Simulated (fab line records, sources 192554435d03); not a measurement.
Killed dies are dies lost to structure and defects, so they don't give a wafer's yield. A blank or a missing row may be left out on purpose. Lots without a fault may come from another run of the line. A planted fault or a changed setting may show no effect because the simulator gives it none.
Split-lot experiment | flow n5_finfet | 7 lots, 21 wafers read, on a route of 1938 steps

THE SPLIT
At N5_SDB_COAT_03 (time 60 s, resist thk 100 nm), the setting spin_rpm was moved away from the recipe's 1500 rpm on 7 of the 21 wafers read, by -10.2% to +3.8%. The other wafers ran this setting at the recipe's value.

FROM THE SPLIT TO THE READING: what the file shows between them, 7 steps
- N5_SDB_COAT_04: time 60 s, resist thk 18 nm
- N5_SDB_COAT_05: resist thk 90 nm
- N5_SDB_DESCUM_16: chemistry O2, time 7.9 s
- N5_SDB_ETCH_17: etches SiARC in CF4, target depth 23.4 nm, time 39 s
- N5_SDB_ETCH_18: etches SOC in N2/H2, target depth 100 nm, overetch 20 nm, time 150 s
- N5_SDB_STRIP_19: strips in N2/H2
- N5_SDB_STRIP_21: strips in CF4

THE READING
SOC_of_SDB_COAT_03.thk_nm (the simulator's own value, which no gauge read), in nm, at N5_SDB_HM_OPEN_20 (chemistry CH3F/O2, target SiNx, stops on poly-Si, target depth 24 nm). The file gives no usual value for it. The 14 wafers here that ran the recipe average 84.0 nm, standard deviation 0.24 nm.

wafer  | tool, chamber at the split | spin_rpm as run, rpm | against the recipe | SOC_of_SDB_COAT_03.thk_nm, nm | against lot-mates on the recipe
L081.2 | litho_track-03, 0          | 1347                 | -10.2%             | 89.4                          | +5.4
L081.4 | litho_track-03, 0          | 1500                 | recipe             | 83.8                          | -
L081.5 | litho_track-03, 0          | 1500                 | recipe             | 84.2                          | -
L082.2 | litho_track-03, 0          | 1500                 | recipe             | 83.8                          | -
L082.3 | litho_track-03, 0          | 1500                 | recipe             | 83.8                          | -
L082.5 | litho_track-03, 0          | 1500                 | recipe             | 83.8                          | -
L083.2 | litho_track-03, 0          | 1351                 | -9.9%              | 89                            | +5.2
L083.3 | litho_track-03, 0          | 1500                 | recipe             | 83.8                          | -
L083.6 | litho_track-03, 0          | 1351                 | -9.9%              | 89.2                          | +5.4
L086.1 | litho_track-05, 0          | 1500                 | recipe             | 84.4                          | -
L086.3 | litho_track-05, 0          | 1446                 | -3.6%              | 86                            | +1.6
L086.5 | litho_track-05, 0          | 1446                 | -3.6%              | 86.4                          | +2.0
L087.1 | litho_track-03, 0          | 1500                 | recipe             | 84.2                          | -
L087.5 | litho_track-03, 0          | 1500                 | recipe             | 84.2                          | -
L087.4 | litho_track-03, 0          | 1500                 | recipe             | 84.4                          | -
L092.1 | litho_track-05, 0          | 1557                 | +3.8%              | 81.4                          | -2.2
L092.2 | litho_track-05, 0          | 1557                 | +3.8%              | 81.8                          | -1.8
L092.5 | litho_track-05, 0          | 1500                 | recipe             | 83.6                          | -
L096.1 | litho_track-03, 0          | 1500                 | recipe             | 84                            | -
L096.2 | litho_track-03, 0          | 1500                 | recipe             | 84                            | -
L096.3 | litho_track-03, 0          | 1500                 | recipe             | 84                            | -

THE FIT
A straight line over all 21 wafers: SOC_of_SDB_COAT_03.thk_nm changes by -0.538 nm for each +1% of spin_rpm; r = -0.99; the points scatter about the line by 0.28 nm.
The same after taking each lot's own level away (the mean of its wafers on the recipe; 21 wafers): -0.53 nm for each +1%; r = -1.00; scatter 0.13 nm.
On that fit, the largest move of spin_rpm shifts the reading by 5.4 nm.
The lots' own levels span 83.60 to 84.40 nm, that is 3.3 times the standard deviation above.
So the lot-to-lot level changes the slope little: the two slopes agree.
Check: with one of the wafers moved furthest among these (-10.2%) left out of the fit, the line predicts +5.4 nm for it against its lot-mates. It came out at +5.4 nm against them.

OTHER SPLITS ON THESE WAFERS
These wafers also went through other splits before the reading. Each is held against what the fit with the lots' levels taken away leaves over:
other split on the same wafers | wafers away from the commonest value | r with SOC_of_SDB_COAT_03.thk_nm (lot level and that fit taken away)
N5_SD_EPI_N_COAT_03 spin_rpm   | 6                                    | +0.62
N5_SD_EPI_N_ETCH_35 time_s     | 10                                   | -0.03

THE WHOLE CHAIN: every reading that the file lists as answering this split, in the file's order
step              | what it does                                                         | reading                                                                    | change (the file's fit)               | r (the file's)
N5_SDB_COAT_03    | time 60 s, resist thk 100 nm                                         | SOC_of_SDB_COAT_03.thk_nm (the simulator's own value, which no gauge read) | -0.54 nm for each +1% of the setting  | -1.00
N5_SDB_ETCH_18    | etches SOC in N2/H2, target depth 100 nm, overetch 20 nm, time 150 s | etch.depth_nm (the simulator's own value, which no gauge read)             | -0.536 nm for each +1% of the setting | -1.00
N5_SDB_HM_OPEN_20 | chemistry CH3F/O2, target SiNx, stops on poly-Si, target depth 24 nm | SOC_of_SDB_COAT_03.thk_nm (the simulator's own value, which no gauge read) | -0.529 nm for each +1% of the setting | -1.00
N5_SDB_STRIP_22   | strips in N2/H2                                                      | strip_time_to_endpoint_s                                                   | withheld for each +1% of the setting  | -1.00

THE FILE'S OWN FIT
SOC_of_SDB_COAT_03.thk_nm changes by -0.529 nm for each +1% of spin_rpm, r = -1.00.
